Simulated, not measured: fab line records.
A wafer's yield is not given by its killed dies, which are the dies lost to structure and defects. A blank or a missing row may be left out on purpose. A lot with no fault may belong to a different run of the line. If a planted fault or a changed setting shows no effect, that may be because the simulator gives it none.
Chamber matching | flow nand_harc | 4 sister chambers for NHARC_A_STAIRCASE_DESCUM_168 on rie_diel-13
The step chemistry O2, time 3 s. 4 wafers are shown with their chamber, then 9 later ones without.

== WAFERS PAIRED WITH THEIR CHAMBERS ==
wafer  | chamber | drypump_motor_current_A (A)
L087.5 | 3       | 6.2
L089.2 | 1       | 6.6
L090.3 | 0       | 5.7
L090.6 | 2       | 5.9

== WAFERS WITH NO CHAMBER GIVEN ==
wafer  | drypump_motor_current_A (A)
L094.1 | 6.2
L094.3 | 5.7
L094.4 | 5.8
L091.1 | 6.6
L091.5 | 5.7
L091.6 | 5.9
L095.1 | 6.2
L095.2 | 6.6
L095.3 | 5.7

== WHICH CHAMBER EACH ONE RAN IN ==
wafer  | from the rows above     | in truth
L094.1 | 3                       | 3
L094.3 | 0                       | 0
L094.4 | can't be placed: 0 or 2 | 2
L091.1 | 1                       | 1
L091.5 | 0                       | 0
L091.6 | 2                       | 2
L095.1 | 3                       | 3
L095.2 | 1                       | 1
L095.3 | 0                       | 0
Placed correctly: 8 of 9. Cannot be placed on the basis of these rows: 1; the candidates contain the true chamber in 1. Number placed wrongly: 0.
How it was worked out, from the rows above alone: a wafer's distance from a chamber is the root of the sum, over the readings, of the square of ((its reading less the chamber's mean) divided by the reading's scatter). The wafer belongs to the nearest chamber; if the next one is less than 2 further off, it can't be placed. A chamber's mean is the mean of its shown wafers. The scatter: root of mean squared gap, hidden wafer to nearest shown wafer, with one shown wafer a chamber.
